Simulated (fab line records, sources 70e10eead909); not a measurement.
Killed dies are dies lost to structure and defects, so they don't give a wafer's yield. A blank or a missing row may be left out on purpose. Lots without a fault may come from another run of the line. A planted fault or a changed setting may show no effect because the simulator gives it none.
fab line records | flow nand_harc | part 1 of 2: steps 1 to 4 of 6
record lots=22 wafers=66 last_day=33
route steps=1302 shown A_STAIRCASE@740
lots that met no fault: from a run of the same line without faults
start_h: hours from the record's first day to the start of the lot's first wafer shown | wait_h: hours since the lot's step before | " the same as in the row above | L1.1+2: a row that stands for several wafers | - no value, or no start given | * or withheld: withheld | < > ~ a bound
route shown NAME@n: a module of which the file shows steps, and the number in the route of the first | usual: mean/standard deviation of fault-free wafers | same: alike in all rows | chamber/n: place in a boat | sites: the reading at each site | _std_site: their standard deviation | _edge_site: outer sites' mean less inner sites' | radius_mm: how far each site lies from the wafer's centre | mask NAME#n: copy n | behind: the tool/chamber that last shaped the wafer | hold: why the lot was held/for how many hours/how that ended | device: the transistor (n, p or np) that didn't switch | end of line: the same wafers' tests at the end of the route | a step without rows: its recipe alone | killed: dies lost to structure and defects at the first sort, not the wafer's yield | map: a wafer's dies, x killed, . not, _ none there
set.NAME: the setting as run; set.NAME@STEP: as run at that earlier step | model.NAME: the simulator's own value behind a step, which no gauge read
steps of the route over a sample of lots; a table a step, a row a wafer
services: from which hour (start_h, from the record's first day; less than 0 if before it) a tool's chamber was out of use, for how many hours, and why
## steps
# step NHARC_A_STAIRCASE_TRIM_226
# recipe time_s=211.2 o2_flow_sccm=500 ar_flow_sccm=0 bias_w=0 chemistry=O2
# usual drypump_motor_current_A=5.6/0.45 oes_product_au=1.002/0.0075 rf_vpp_V=57.9/0.88 showerhead_plenum_p_Torr=3.55/0.13 throttle_valve_pct=17.036/0.0093
# columns lot.wafer tool chamber start_h wait_h drypump_motor_current_A oes_product_au rf_hours_counter_h rf_vpp_V showerhead_plenum_p_Torr throttle_valve_pct
L074.1 rie_diel-05 2 - - 4.9 0.996 45 58.5 3.72 17.042
L074.2 " 0 " " 5.3 1.005 41 57.8 3.60 17.035
L074.6 " 2 " " 4.9 1.006 - 58.4 3.72 17.030
L075.1 rie_diel-10 2 - - 5.8 1.011 37 58.4 3.72 17.040
L075.3 " 0 " " 5.0 1.009 35 58.7 3.57 17.030
L075.6 " 3 " " 5.9 1.009 - 56.9 3.43 17.031
L076.3 rie_diel-10 1 - - 6.4 0.986 41 59.4 3.61 17.044
L076.2 " 0 " " 5.0 1.002 38 58.4 3.57 17.037
L076.4 " 3 " " 5.8 0.994 - 57.8 3.42 17.026
L077.1 rie_diel-10 3 - - 5.8 1.005 48 57.8 3.42 17.036
L077.6 " 3 " " 5.8 0.997 - 58.2 3.42 17.043
L077.5 " 0 " " 5.0 1.008 - 58.7 3.56 17.035
L078.4 rie_diel-05 3 - - 5.3 1.005 57 57.2 3.41 17.043
L078.5 " 2 " " 4.9 1.004 - 60.2 3.71 17.038
L078.6 " 3 " " 5.4 1.008 - 56.5 3.41 17.040
L079.2 rie_diel-01 0 - - 5.5 1.008 4 58.5 3.59 17.040
L079.5 " 0 " " 5.4 1.000 - 57.8 3.59 17.025
L079.6 " 1 " " 6.1 1.006 - 59.3 3.74 17.043
L080.4 rie_diel-05 3 - - 5.4 1.005 1 59.6 3.41 17.048
L080.1 " 1 " " 6.1 1.008 1 57.3 3.33 17.043
L080.6 " 3 " " 5.3 0.997 - 56.8 3.41 17.035
L081.3 rie_diel-05 0 - - 5.3 1.002 3 56.4 3.59 17.033
L081.1 " 1 " " 6.1 1.000 3 57.4 3.33 17.032
L081.6 " 3 " " 5.3 1.002 - 57.9 3.41 17.028
L082.2 rie_diel-10 1 - - 6.4 1.014 6 57.2 3.60 17.051
L082.1 " 3 " " 5.9 0.997 4 57.9 3.41 17.042
L082.4 " 2 " " 5.9 1.002 - 58.8 3.71 17.051
L083.1 rie_diel-05 1 - - 6.1 0.999 12 58.8 3.33 17.048
L083.5 " 3 " " 5.4 1.009 - 58.3 3.40 17.037
L083.6 " 0 " " 5.3 1.010 - 57.4 3.59 17.024
L084.2 rie_diel-01 2 - - 5.5 1.008 31 56.2 3.54 17.018
L084.3 " 0 " " 5.5 1.012 26 58.5 3.58 17.037
L084.5 " 2 " " 5.5 1.005 - 58.6 3.54 17.032
L086.3 rie_diel-05 0 - - 5.3 1.003 18 58.3 3.58 17.021
L086.2 " 2 " " 4.9 1.002 19 58.0 3.70 17.022
L086.1 " 3 " " 5.3 0.998 20 57.7 3.40 17.041
L087.4 rie_diel-01 3 - - 5.9 1.004 33 57.4 3.57 17.039
L087.6 " 0 " " 5.4 1.004 - 57.3 3.57 17.033
L087.5 " 1 " " 6.1 0.992 - 57.9 3.73 17.040
L089.3 rie_diel-10 3 - - 5.9 1.015 25 57.5 3.40 17.028
L089.5 " 2 " " 5.9 0.993 - 57.9 3.70 17.026
L089.6 " 3 " " 5.9 1.004 - 57.6 3.40 17.038
L088.4 rie_diel-05 2 - - 4.8 0.990 27 58.2 3.70 17.041
L088.3 " 3 " " 5.3 1.007 29 57.8 3.40 17.030
L088.1 " 0 " " 5.3 1.000 27 58.6 3.58 17.029
L091.2 rie_diel-10 1 - - 6.4 0.990 35 58.3 3.58 17.030
L091.1 " 2 " " 5.8 0.983 35 57.0 3.69 17.032
L091.5 " 2 " " 5.9 1.000 - 57.0 3.69 17.046
L090.1 rie_diel-01 0 - - 5.5 0.995 44 59.5 3.56 17.033
L090.3 " 2 " " 5.5 1.019 50 57.7 3.53 17.038
L090.5 " 0 " " 5.4 1.005 - 56.7 3.56 17.033
L095.2 rie_diel-05 0 - - 5.3 1.015 40 57.8 3.57 17.017
L095.1 " 3 " " 5.3 1.002 42 57.1 3.39 17.029
L095.5 " 1 " " 6.1 1.005 - 56.9 3.31 17.045
L094.4 rie_diel-05 3 - - 5.3 0.997 44 58.5 3.39 17.026
L094.1 " 2 " " 4.9 0.989 43 57.7 3.69 17.033
L094.6 " 3 " " 5.3 0.999 - 57.5 3.39 17.030
L093.1 rie_diel-01 2 - - 5.5 1.001 0 57.8 3.53 17.047
L093.5 " 0 " " 5.5 0.989 - 58.8 3.56 17.043
L093.6 " 1 " " 6.1 0.996 - 58.9 3.71 17.043
L096.3 rie_diel-05 1 - - 6.1 1.010 41 58.0 3.31 17.037
L096.1 " 2 " " 4.9 0.998 43 58.5 3.69 17.043
L096.6 " 3 " " 5.3 0.999 - 56.9 3.39 17.029
L097.1 rie_diel-01 2 - - 5.5 0.992 12 57.2 3.52 17.028
L097.4 " 0 " " 5.5 0.993 12 59.2 3.55 17.032
L097.2 " 1 " " 6.1 0.992 12 57.3 3.71 17.044
# step NHARC_A_STAIRCASE_TRIM_229
# recipe time_s=211.2 o2_flow_sccm=500 ar_flow_sccm=0 bias_w=0 chemistry=O2
# usual drypump_motor_current_A=5.6/0.43 oes_product_au=1.001/0.0065 rf_vpp_V=57.9/0.94 showerhead_plenum_p_Torr=3.55/0.12 throttle_valve_pct=17.037/0.0086
# columns lot.wafer tool chamber start_h wait_h drypump_motor_current_A oes_product_au rf_hours_counter_h rf_vpp_V showerhead_plenum_p_Torr throttle_valve_pct
L074.2 rie_diel-05 2 368.04 0.1 4.8 0.996 46 58.7 3.72 17.025
L074.1 " 3 " " 5.3 1.006 41 58.1 3.42 17.054
L074.6 " 1 " " 6.1 1.004 - 56.7 3.34 17.049
L075.3 rie_diel-10 2 368.08 0.1 5.8 0.992 37 58.0 3.72 17.030
L075.1 " 3 " " 5.9 0.998 38 57.1 3.43 17.027
L075.6 " 1 " " 6.5 0.996 - 59.0 3.61 17.048
L076.4 rie_diel-01 1 380.82 0.1 6.2 1.002 55 58.4 3.75 17.045
L076.3 " 2 " " 5.5 0.998 54 58.6 3.56 17.044
L076.2 " 3 " " 5.9 0.998 48 57.9 3.59 17.029
L077.1 rie_diel-01 3 391.29 0.1 5.8 1.002 0 54.7 3.59 17.049
L077.6 " 3 " " 5.9 0.999 - 58.2 3.59 17.042
L077.5 " 0 " " 5.5 0.995 - 58.1 3.59 17.013
L078.4 rie_diel-05 3 403.82 0.1 5.4 1.003 57 57.3 3.41 17.033
L078.5 " 0 " " 5.3 1.002 - 58.4 3.59 17.040
L078.6 " 1 " " 6.1 1.005 - 57.8 3.34 17.032
L079.2 rie_diel-01 0 404.10 0.1 5.5 0.999 4 57.7 3.59 17.027
L079.5 " 3 " " 5.9 1.002 - 56.2 3.59 17.031
L079.6 " 0 " " 5.5 1.012 - 58.3 3.59 17.043
L080.1 rie_diel-05 0 420.76 0.1 5.3 1.009 2 57.6 3.59 17.026
L080.4 " 2 " " 4.9 1.001 1 56.2 3.71 17.030
L080.6 " 3 " " 5.3 1.005 - 56.7 3.41 17.053
L081.1 rie_diel-01 2 425.64 0.1 5.5 1.010 13 57.5 3.55 17.040
L081.3 " 3 " " 6.0 1.003 13 57.3 3.59 17.033
L081.6 " 0 " " 5.5 1.003 - 56.7 3.58 17.029
L082.1 rie_diel-05 0 447.28 0.1 5.3 1.010 9 59.2 3.59 17.027
L082.4 " 1 " " 6.1 0.998 9 57.2 3.33 17.038
L082.2 " 2 " " 4.9 1.001 11 57.6 3.71 17.034
L083.1 rie_diel-01 1 453.76 0.1 6.2 0.997 21 59.3 3.74 17.040
L083.6 " 1 " " 6.1 0.989 - 59.1 3.74 17.036
L083.5 " 2 " " 5.5 1.007 - 58.3 3.55 17.043
L084.2 rie_diel-05 2 470.36 0.1 4.9 0.987 18 58.2 3.70 17.033
L084.3 " 3 " " 5.3 0.997 19 56.3 3.40 17.032
L084.5 " 0 " " 5.3 1.005 - 57.1 3.58 17.042
L086.1 rie_diel-01 3 474.06 0.1 5.8 1.000 30 56.8 3.58 17.045
L086.2 " 0 " " 5.5 1.016 27 59.1 3.57 17.025
L086.3 " 2 " " 5.5 1.010 32 56.1 3.54 17.049
L087.4 rie_diel-05 1 487.16 0.1 6.0 0.997 21 56.9 3.32 17.037
L087.6 " 0 " " 5.3 1.009 - 58.7 3.58 17.035
L087.5 " 1 " " 6.0 0.996 - 58.0 3.32 17.035
L089.3 rie_diel-01 1 504.51 0.1 6.1 0.996 38 58.9 3.73 17.038
L089.6 " 1 " " 6.1 0.995 - 59.7 3.72 17.042
L089.5 " 2 " " 5.5 1.006 - 58.8 3.54 17.038
L088.4 rie_diel-10 1 510.44 0.1 6.4 1.006 28 56.3 3.59 17.034
L088.3 " 2 " " 5.8 1.000 27 58.7 3.70 17.038
L088.1 " 3 " " 5.9 1.009 27 58.8 3.40 17.031
L091.1 rie_diel-01 2 531.49 0.1 5.5 1.010 49 58.7 3.53 17.034
L091.2 " 3 " " 5.8 1.009 46 58.0 3.57 17.043
L091.5 " 1 " " 6.1 1.011 - 59.2 3.72 17.019
L090.3 rie_diel-05 1 531.93 0.1 6.1 1.005 31 59.2 3.32 17.036
L090.1 " 2 " " 4.9 0.988 33 59.3 3.69 17.041
L090.5 " 1 " " 6.1 0.997 - 57.6 3.32 17.050
L095.2 rie_diel-05 3 563.30 0.1 5.3 1.009 42 57.7 3.39 17.038
L095.1 " 2 " " 4.8 0.996 41 57.2 3.69 17.033
L095.5 " 0 " " 5.3 1.014 - 57.9 3.57 17.040
L094.1 rie_diel-05 3 566.46 0.1 5.3 0.998 44 57.2 3.39 17.042
L094.4 " 2 " " 4.9 0.989 43 58.4 3.69 17.039
L094.6 " 3 " " 5.3 0.994 - 57.7 3.39 17.050
L093.1 rie_diel-05 1 569.15 0.1 6.1 1.003 41 56.9 3.31 17.046
L093.5 " 2 " " 4.9 0.986 - 59.2 3.69 17.020
L093.6 " 3 " " 5.4 0.993 - 58.3 3.39 17.042
L096.3 rie_diel-01 3 569.21 0.1 5.9 0.994 1 57.6 3.56 17.026
L096.1 " 0 " " 5.5 0.999 1 58.3 3.56 17.024
L096.6 " 3 " " 5.9 0.998 - 57.4 3.56 17.047
L097.4 rie_diel-01 2 601.26 0.1 5.5 0.999 13 58.7 3.52 17.051
L097.1 " 3 " " 5.9 0.999 13 57.0 3.55 17.038
L097.2 " 0 " " 5.5 0.999 12 57.9 3.55 17.037
# step NHARC_A_STAIRCASE_ETCH_230
# recipe target_depth_a=1000 time_s=40.5 ion_energy_ev=400 c4f8_flow_sccm=20 o2_flow_sccm=10 ar_flow_sccm=withheld rf_w=600 bias_w=1000 chemistry=C4F8/O2
# usual oes_product_au=0.953/0.018 rf_vpp_V=897/4.7
# columns lot.wafer tool chamber start_h wait_h oes_product_au rf_hours_counter_h rf_vpp_V
L074.1 rie_diel-05 1 - - 0.934 45 889
L074.2 " 2 " " 0.949 46 903
L074.6 " 1 " " 0.927 - 889
L075.1 rie_diel-10 3 - - 0.934 39 892
L075.3 " 1 " " 0.931 39 899
L075.6 " 3 " " 0.951 - 892
L076.4 rie_diel-01 0 - - 0.983 49 897
L076.3 " 1 " " 0.959 55 903
L076.2 " 2 " " 0.977 54 897
L077.1 rie_diel-01 1 - - 0.944 1 903
L077.6 " 3 " " 0.955 - 898
L077.5 " 0 " " 0.957 - 897
L078.4 rie_diel-05 3 - - 0.957 57 892
L078.6 " 2 " " 0.950 - 902
L078.5 " 3 " " 0.954 - 891
L079.2 rie_diel-01 1 - - 0.940 4 904
L079.6 " 1 " " 0.948 - 905
L079.5 " 2 " " 0.960 - 897
L080.4 rie_diel-05 1 - - 0.946 2 890
L080.1 " 2 " " 0.945 1 903
L080.6 " 0 " " 0.948 - 899
L081.3 rie_diel-01 3 - - 0.964 13 898
L081.1 " 0 " " 0.949 12 898
L081.6 " 3 " " 0.972 - 898
L082.1 rie_diel-05 1 - - 0.955 10 889
L082.2 " 2 " " 0.975 11 902
L082.4 " 3 " " 0.967 10 893
L083.1 rie_diel-01 0 - - 0.985 18 897
L083.6 " 2 " " 0.979 - 896
L083.5 " 3 " " 0.975 - 898
L084.2 rie_diel-05 0 - - 0.924 17 897
L084.3 " 2 " " 0.931 18 903
L084.5 " 0 " " 0.918 - 898
L086.2 rie_diel-01 1 - - 0.920 29 903
L086.1 " 2 " " 0.928 32 896
L086.3 " 0 " " 0.932 27 898
L087.4 rie_diel-05 1 - - 0.953 21 889
L087.5 " 3 " " 0.985 - 891
L087.6 " 0 " " 0.962 - 898
L089.3 rie_diel-01 1 - - 0.969 38 903
L089.6 " 1 " " 0.961 - 903
L089.5 " 2 " " 0.966 - 897
L088.1 rie_diel-10 2 - - 0.972 27 902
L088.3 " 0 " " 0.965 23 897
L088.4 " 1 " " 0.970 28 897
L091.2 rie_diel-01 2 - - 0.968 50 896
L091.1 " 0 " " 0.940 44 897
L091.5 " 2 " " 0.971 - 896
L090.1 rie_diel-05 1 - - 0.981 31 890
L090.3 " 2 " " 0.987 33 902
L090.5 " 0 " " 0.975 - 897
L095.1 rie_diel-05 2 - - 0.936 41 904
L095.2 " 1 " " 0.946 39 888
L095.5 " 2 " " 0.948 - 901
L094.4 rie_diel-05 3 - - 0.952 44 890
L094.1 " 0 " " 0.940 42 897
L094.6 " 3 " " 0.952 - 890
L093.1 rie_diel-05 2 - - 0.921 44 901
L093.6 " 2 " " 0.924 - 902
L093.5 " 3 " " 0.928 - 890
L096.1 rie_diel-01 0 - - 0.946 1 897
L096.3 " 1 " " 0.971 1 902
L096.6 " 1 " " 0.978 - 903
L097.2 rie_diel-01 3 - - 0.945 13 897
L097.4 " 0 " " 0.937 12 897
L097.1 " 1 " " 0.942 12 905
# step NHARC_A_STAIRCASE_ETCH_271
# recipe cf4_flow_sccm=100 chf3_flow_sccm=30 ar_flow_sccm=0 rf_w=500 bias_w=200 chemistry=CF4/CHF3
# usual chf3_flow_sccm=30.01/0.093 drypump_motor_current_A=5.7/0.44 oes_product_au=0.955/0.022 rf_vpp_V=371.2/1.9 showerhead_plenum_p_Torr=1.59/0.053 throttle_valve_pct=16.801/0.0096
# columns lot.wafer tool chamber start_h wait_h chf3_flow_sccm drypump_motor_current_A oes_product_au rf_hours_counter_h rf_vpp_V showerhead_plenum_p_Torr throttle_valve_pct
L074.1 rie_diel-10 2 376.83 0.1 30.12 5.8 0.928 38 373.0 1.66 16.807
L074.2 " 3 " " 29.98 5.9 0.921 40 368.9 1.53 16.792
L074.6 " 1 " " 29.93 6.4 0.912 - 371.6 1.61 16.807
L075.3 rie_diel-01 0 377.53 0.1 30.05 5.5 0.972 47 372.1 1.60 16.806
L075.1 " 1 " " 30.02 6.1 0.983 53 372.6 1.67 16.798
L075.6 " 3 " " 29.96 5.8 0.981 - 372.5 1.60 16.814
L076.4 rie_diel-05 3 387.83 0.1 30.00 5.3 0.928 48 369.2 1.52 16.781
L076.3 " 0 " " 30.04 5.3 0.919 46 372.2 1.60 16.810
L076.2 " 2 " " 30.02 4.9 0.924 53 373.5 1.66 16.811
L077.1 rie_diel-01 0 397.94 0.1 30.10 5.5 0.982 2 371.1 1.60 16.808
L077.5 " 2 " " 30.09 5.5 0.957 - 370.4 1.59 16.816
L077.6 " 3 " " 30.11 5.9 0.970 - 371.5 1.60 16.804
L078.4 rie_diel-10 1 414.66 0.2 29.94 6.4 0.940 54 372.1 1.61 16.804
L078.6 " 2 " " 29.95 5.8 0.955 - 372.9 1.66 16.797
L078.5 " 3 " " 29.99 5.8 0.942 - 367.7 1.52 16.810
L079.2 rie_diel-01 1 415.16 0.6 29.91 6.1 0.932 7 372.9 1.67 16.786
L079.5 " 3 " " 30.02 5.9 0.937 - 372.0 1.60 16.798
L079.6 " 0 " " 30.02 5.5 0.941 - 371.3 1.60 16.807
L080.1 rie_diel-05 2 428.68 0.1 29.95 4.8 0.955 3 373.8 1.66 16.785
L080.4 " 0 " " 29.95 5.3 0.956 4 370.8 1.60 16.803
L080.6 " 2 " " 30.20 4.9 0.954 - 374.2 1.66 16.789
L081.3 rie_diel-10 3 437.46 0.1 30.02 5.9 0.993 1 369.1 1.52 16.800
L081.1 " 0 " " 30.08 5.0 0.969 2 371.2 1.59 16.804
L081.6 " 2 " " 29.94 5.8 0.984 - 374.3 1.66 16.820
L082.4 rie_diel-10 1 453.78 0.1 30.22 6.4 0.925 8 370.9 1.61 16.792
L082.1 " 2 " " 29.87 5.8 0.923 7 374.0 1.65 16.799
L082.2 " 0 " " 29.99 5.0 0.928 3 371.6 1.59 16.796
L083.1 rie_diel-10 0 464.03 0.2 30.11 5.0 0.954 8 372.1 1.59 16.799
L083.5 " 1 " " 29.99 6.4 0.934 - 372.0 1.60 16.803
L083.6 " 2 " " 29.94 5.8 0.930 - 373.7 1.65 16.823
L084.2 rie_diel-05 3 478.37 0.1 30.07 5.3 0.971 21 370.3 1.52 16.786
L084.3 " 0 " " 29.97 5.3 0.974 19 369.6 1.60 16.802
L084.5 " 3 " " 30.16 5.3 0.963 - 369.5 1.52 16.798
L086.3 rie_diel-01 2 480.61 0.1 29.95 5.5 0.971 33 370.7 1.58 16.797
L086.2 " 0 " " 29.94 5.5 0.987 28 370.4 1.59 16.807
L086.1 " 1 " " 29.93 6.1 0.988 30 373.8 1.66 16.798
L087.4 rie_diel-01 1 500.50 0.1 30.12 6.1 0.915 36 374.5 1.66 16.813
L087.6 " 0 " " 29.97 5.4 0.928 - 372.3 1.59 16.800
L087.5 " 1 " " 29.87 6.1 0.926 - 372.9 1.66 16.788
L089.3 rie_diel-05 3 511.04 0.1 29.85 5.3 0.971 29 367.9 1.51 16.780
L089.6 " 0 " " 30.10 5.2 0.990 - 371.5 1.60 16.795
L089.5 " 1 " " 29.93 6.0 0.986 - 366.7 1.48 16.816
L088.4 rie_diel-05 1 518.17 0.1 30.01 6.1 0.932 27 368.5 1.48 16.796
L088.1 " 2 " " 29.83 4.8 0.920 28 373.7 1.65 16.802
L088.3 " 0 " " 30.10 5.3 0.928 28 370.0 1.60 16.802
L090.1 rie_diel-10 1 538.44 0.1 29.94 6.4 0.976 35 370.6 1.60 16.795
L090.3 " 2 " " 29.90 5.9 0.978 36 373.5 1.65 16.799
L090.5 " 0 " " 29.97 5.0 0.960 - 370.0 1.58 16.786
L091.2 rie_diel-05 3 538.47 0.5 30.05 5.3 0.925 34 367.9 1.51 16.801
L091.1 " 1 " " 30.06 6.0 0.927 32 367.4 1.48 16.803
L091.5 " 0 " " 30.11 5.3 0.928 - 371.4 1.60 16.786
L095.1 rie_diel-01 2 572.91 0.1 29.94 5.5 0.976 1 372.4 1.57 16.806
L095.2 " 0 " " 30.01 5.5 0.958 2 370.9 1.59 16.790
L095.5 " 2 " " 29.95 5.5 0.978 - 370.9 1.57 16.797
L094.1 rie_diel-10 3 574.46 0.1 30.20 5.9 0.965 54 368.6 1.51 16.809
L094.4 " 1 " " 30.03 6.4 0.983 50 370.7 1.60 16.815
L094.6 " 3 " " 30.01 5.9 0.965 - 367.8 1.51 16.806
L093.1 rie_diel-01 0 575.75 0.1 30.07 5.4 0.962 3 370.7 1.59 16.814
L093.5 " 1 " " 30.01 6.1 0.970 - 373.2 1.66 16.797
L093.6 " 2 " " 30.02 5.5 0.984 - 370.1 1.57 16.795
L096.1 rie_diel-10 2 576.72 0.2 30.06 5.8 0.932 53 372.6 1.64 16.799
L096.3 " 3 " " 29.95 5.9 0.953 55 367.9 1.51 16.808
L096.6 " 1 " " 29.98 6.4 0.927 - 370.2 1.59 16.786
L097.2 rie_diel-01 3 609.58 0.1 29.98 5.9 0.960 14 370.1 1.58 16.787
L097.1 " 1 " " 30.16 6.1 0.979 14 373.1 1.65 16.814
L097.4 " 2 " " 29.90 5.5 0.960 15 370.4 1.57 16.784
